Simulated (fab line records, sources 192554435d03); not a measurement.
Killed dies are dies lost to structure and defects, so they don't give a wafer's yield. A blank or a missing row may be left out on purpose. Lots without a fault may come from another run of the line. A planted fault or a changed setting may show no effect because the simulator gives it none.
Split-lot experiment | flow n5_finfet | 7 lots, 21 wafers read, on a route of 1938 steps

THE SPLIT
At N5_BEOL_M14_EXPOSE_25 (exposes mask M14, target cd 280 nm), the setting dose_mj was moved away from the recipe's 26.6 on 5 of the 21 wafers read, by -7.3% to -5.6%. The other wafers ran this setting at the recipe's value.

FROM THE SPLIT TO THE READING: what the file shows between them, 3 steps
- N5_BEOL_M14_PEB_26: peb time 90 s
- N5_BEOL_M14_DEVELOP_27: develop time 45 s
- N5_BEOL_M14_HARDBAKE_32: time 120 s

THE READING
cd_nm, in nm, at N5_BEOL_M14_CD_MEAS_28 (target cd 284.4 nm). Fault-free wafers of this fab line usually give 284.2 nm, standard deviation 2.5 nm.

wafer  | tool, chamber at the split | dose_mj as run | against the recipe | cd_nm, nm | against lot-mates on the recipe
L078.1 | krf_scanner-02, 0          | 26.6           | recipe             | 281.9     | -
L078.2 | krf_scanner-02, 0          | 26.6           | recipe             | 283.9     | -
L078.6 | krf_scanner-02, 0          | 24.65          | -7.3%              | 273.1     | -9.8
L080.1 | krf_scanner-02, 0          | 25.11          | -5.6%              | 271.6     | -11.9
L080.2 | krf_scanner-02, 0          | 25.11          | -5.6%              | 271.7     | -11.8
L080.6 | krf_scanner-02, 0          | 26.6           | recipe             | 283.5     | -
L092.1 | krf_scanner-01, 0          | 26.6           | recipe             | 284.1     | -
L092.3 | krf_scanner-01, 0          | 24.75          | -7.0%              | 274.2     | -9.9
L092.4 | krf_scanner-01, 0          | 24.75          | -7.0%              | 271.2     | -12.9
L093.2 | krf_scanner-01, 0          | 26.6           | recipe             | 284.3     | -
L093.5 | krf_scanner-01, 0          | 26.6           | recipe             | 282.4     | -
L093.6 | krf_scanner-01, 0          | 26.6           | recipe             | 284.1     | -
L094.3 | krf_scanner-02, 0          | 26.6           | recipe             | 284.9     | -
L094.4 | krf_scanner-02, 0          | 26.6           | recipe             | 285.0     | -
L094.5 | krf_scanner-02, 0          | 26.6           | recipe             | 287.2     | -
L096.1 | krf_scanner-01, 0          | 26.6           | recipe             | 280.5     | -
L096.5 | krf_scanner-01, 0          | 26.6           | recipe             | 282.6     | -
L096.6 | krf_scanner-01, 0          | 26.6           | recipe             | 281.1     | -
L097.2 | krf_scanner-02, 0          | 26.6           | recipe             | 285.1     | -
L097.4 | krf_scanner-02, 0          | 26.6           | recipe             | 285.6     | -
L097.5 | krf_scanner-02, 0          | 26.6           | recipe             | 285.6     | -

THE FIT
A straight line over all 21 wafers: cd_nm changes by +1.73 nm for each +1% of dose_mj; r = +0.93; the points scatter about the line by 1.9 nm.
The same after taking each lot's own level away (the mean of its wafers on the recipe; 21 wafers): +1.69 nm for each +1%; r = +0.97; scatter 1.3 nm.
On that fit, the largest move of dose_mj shifts the reading by 12 nm.
The lots' own levels span 281.40 to 285.70 nm, that is 1.7 times the standard deviation above.
So the lot-to-lot level changes the slope little: the two slopes agree.
Check: with one of the wafers moved furthest among these (-7.3%) left out of the fit, the line predicts -13.4 nm for it against its lot-mates. It came out at -9.8 nm against them.

THE WHOLE CHAIN: every reading that the file lists as answering this split, in the file's order
step                   | what it does                    | reading                                                         | change (the file's fit)              | r (the file's)
N5_BEOL_M14_CD_MEAS_28 | target cd 284.4 nm              | cd_nm                                                           | +1.63 nm for each +1% of the setting | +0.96
N5_BEOL_M14_DESCUM_33  | chemistry O2, time 7.9 s        | BEOL_M14.cd_nm (the simulator's own value, which no gauge read) | +1.64 nm for each +1% of the setting | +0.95
N5_BEOL_M14_ETCH_68    | etches SOC in N2/H2, time 450 s | BEOL_M14.cd_nm (the simulator's own value, which no gauge read) | +1.82 nm for each +1% of the setting | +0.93

THE FILE'S OWN FIT
cd_nm changes by +1.63 nm for each +1% of dose_mj, r = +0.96.
